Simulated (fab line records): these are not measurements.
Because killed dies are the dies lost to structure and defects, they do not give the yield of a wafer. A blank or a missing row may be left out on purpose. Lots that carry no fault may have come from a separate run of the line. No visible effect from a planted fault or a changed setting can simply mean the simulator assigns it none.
Chamber matching || flow nandHarc || NHARC_P_M2_CMP_23 on cmp-04 has 4 sister chambers
The step polishes, t overpolish 20 s, target thk 144.3 nm. 4 wafers are shown with their chamber, then 9 later ones without.

== WAFERS, EACH WITH ITS CHAMBER ==
{"wafer": "L089.5", "chamber": 1, "timeToEndpointS (s)": 23}
{"wafer": "L090.1", "chamber": 2, "timeToEndpointS (s)": 33}
{"wafer": "L090.3", "chamber": 0, "timeToEndpointS (s)": 36}
{"wafer": "L090.4", "chamber": 3, "timeToEndpointS (s)": 31}

== WAFERS WITH NO CHAMBER GIVEN ==
{"wafer": "L091.2", "timeToEndpointS (s)": 25}
{"wafer": "L091.3", "timeToEndpointS (s)": 30}
{"wafer": "L091.4", "timeToEndpointS (s)": 33}
{"wafer": "L095.2", "timeToEndpointS (s)": 32}
{"wafer": "L095.4", "timeToEndpointS (s)": 26}
{"wafer": "L095.6", "timeToEndpointS (s)": 31}
{"wafer": "L096.1", "timeToEndpointS (s)": 36}
{"wafer": "L096.3", "timeToEndpointS (s)": 32}
{"wafer": "L096.5", "timeToEndpointS (s)": 33}

== EACH ONE'S CHAMBER ==
{"wafer": "L091.2", "from the rows above": 1, "in truth": 1}
{"wafer": "L091.3", "from the rows above": "can't be placed: 3 or 2", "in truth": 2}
{"wafer": "L091.4", "from the rows above": "can't be placed: 2 or 3", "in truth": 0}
{"wafer": "L095.2", "from the rows above": "can't be placed: 2 or 3", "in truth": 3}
{"wafer": "L095.4", "from the rows above": "can't be placed: 1 or 3", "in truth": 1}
{"wafer": "L095.6", "from the rows above": "can't be placed: 3 or 2", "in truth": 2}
{"wafer": "L096.1", "from the rows above": 0, "in truth": 0}
{"wafer": "L096.3", "from the rows above": "can't be placed: 2 or 3", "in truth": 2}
{"wafer": "L096.5", "from the rows above": "can't be placed: 2 or 3", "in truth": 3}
2 of 9 placed correctly. From these rows, 7 cannot be placed; in 6 the true chamber is one of the candidates. Number placed wrongly: 0.
How it was worked out, from the rows above alone: a wafer's distance from a chamber is the root of the sum, over the readings, of the square of ((its reading less the chamber's mean) divided by the reading's scatter). The wafer belongs to the nearest chamber; if the next one is less than 2 further off, it can't be placed. For every chamber, the mean is computed from those of its wafers that are shown. The scatter (one wafer shown for each chamber): square how far every hidden wafer sits from the nearest shown wafer, average those squares and take the square root.
